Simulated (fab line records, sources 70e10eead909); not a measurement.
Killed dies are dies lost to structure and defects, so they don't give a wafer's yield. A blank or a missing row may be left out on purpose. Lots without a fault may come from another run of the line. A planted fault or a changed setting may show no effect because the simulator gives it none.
Chamber matching | flow nand_harc | NHARC_A_STAIRCASE_TRIM_229 on rie_diel-05: 4 sister chambers
The step chemistry O2, time 211.2 s. 20 wafers are shown with their chamber, then 10 later ones without.

WAFERS WITH THEIR CHAMBER
wafer  | chamber | showerhead_plenum_p_Torr (Torr) | oes_product_au (a.u.) | throttle_valve_pct (%)
L075.2 | 0       | 3.49                            | 1.002                 | 17.034
L075.3 | 1       | 3.49                            | 0.985                 | 17.033
L075.5 | 3       | 3.30                            | 1.010                 | 17.011
L078.2 | 1       | 3.48                            | 0.990                 | 17.039
L078.3 | 3       | 3.30                            | 1.021                 | 17.032
L078.5 | 2       | 3.38                            | 0.987                 | 17.042
L079.2 | 1       | 3.48                            | 0.997                 | 17.045
L079.3 | 3       | 3.30                            | 1.022                 | 17.038
L079.6 | 0       | 3.49                            | 0.997                 | 17.031
L081.1 | 3       | 3.30                            | 1.001                 | 17.027
L081.2 | 2       | 3.37                            | 0.978                 | 17.035
L081.4 | 1       | 3.48                            | 0.985                 | 17.025
L083.1 | 2       | 3.37                            | 0.997                 | 17.031
L083.3 | 1       | 3.48                            | 0.996                 | 17.040
L083.5 | 1       | 3.48                            | 0.998                 | 17.027
L085.1 | 3       | 3.29                            | 1.008                 | 17.042
L085.4 | 0       | 3.48                            | 1.003                 | 17.047
L085.5 | 3       | 3.29                            | 1.018                 | 17.024
L086.1 | 2       | 3.37                            | 0.985                 | 17.031
L086.4 | 1       | 3.47                            | 0.991                 | 17.033

SIGNATURES (means of the wafers above)
reading                  | chamber 0 | chamber 1 | chamber 2 | chamber 3 | scatter within a chamber
showerhead_plenum_p_Torr | 3.4867    | 3.4800    | 3.3725    | 3.2967    | 0.00545
oes_product_au           | 1.00067   | 0.99171   | 0.98675   | 1.01333   | 0.00676
throttle_valve_pct       | 17.03733  | 17.03457  | 17.03475  | 17.02900  | 0.00847
Rule: a wafer's distance from a chamber is the root of the sum, over the readings, of the square of ((its reading less the chamber's mean) divided by the reading's scatter). The wafer belongs to the nearest chamber; if the next one is less than 2 further off, it can't be placed. The scatter: the root of (the sum of the squares of (reading less its chamber's mean) over the shown wafers, divided by (wafers less chambers)).

WAFERS WITHOUT THEIR CHAMBER
wafer  | showerhead_plenum_p_Torr (Torr) | oes_product_au (a.u.) | throttle_valve_pct (%)
L086.6 | 3.48                            | 0.998                 | 17.030
L096.2 | 3.80                            | 1.000                 | 17.037
L096.4 | 3.46                            | 1.021                 | 17.038
L096.5 | 3.46                            | 1.027                 | 17.029
L097.2 | 3.36                            | 0.974                 | 17.043
L097.4 | 3.46                            | 1.019                 | 17.019
L097.6 | 3.35                            | 0.970                 | 17.036
L095.1 | 3.47                            | 1.013                 | 17.040
L095.3 | 3.46                            | 1.024                 | 17.032
L095.6 | 3.46                            | 1.020                 | 17.032

WHICH CHAMBER EACH WENT THROUGH
wafer  | from the rows above     | in truth
L086.6 | can't be placed: 1 or 0 | 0
L096.2 | can't be placed: 0 or 1 | 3
L096.4 | can't be placed: 1 or 0 | 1
L096.5 | can't be placed: 0 or 1 | 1
L097.2 | 2                       | 2
L097.4 | can't be placed: 1 or 0 | 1
L097.6 | 2                       | 2
L095.1 | can't be placed: 0 or 1 | 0
L095.3 | can't be placed: 0 or 1 | 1
L095.6 | can't be placed: 1 or 0 | 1
Placed correctly: 2 of 10. Can't be placed from these rows: 8 (the true chamber is among the candidates in 7). Placed wrongly: 0.
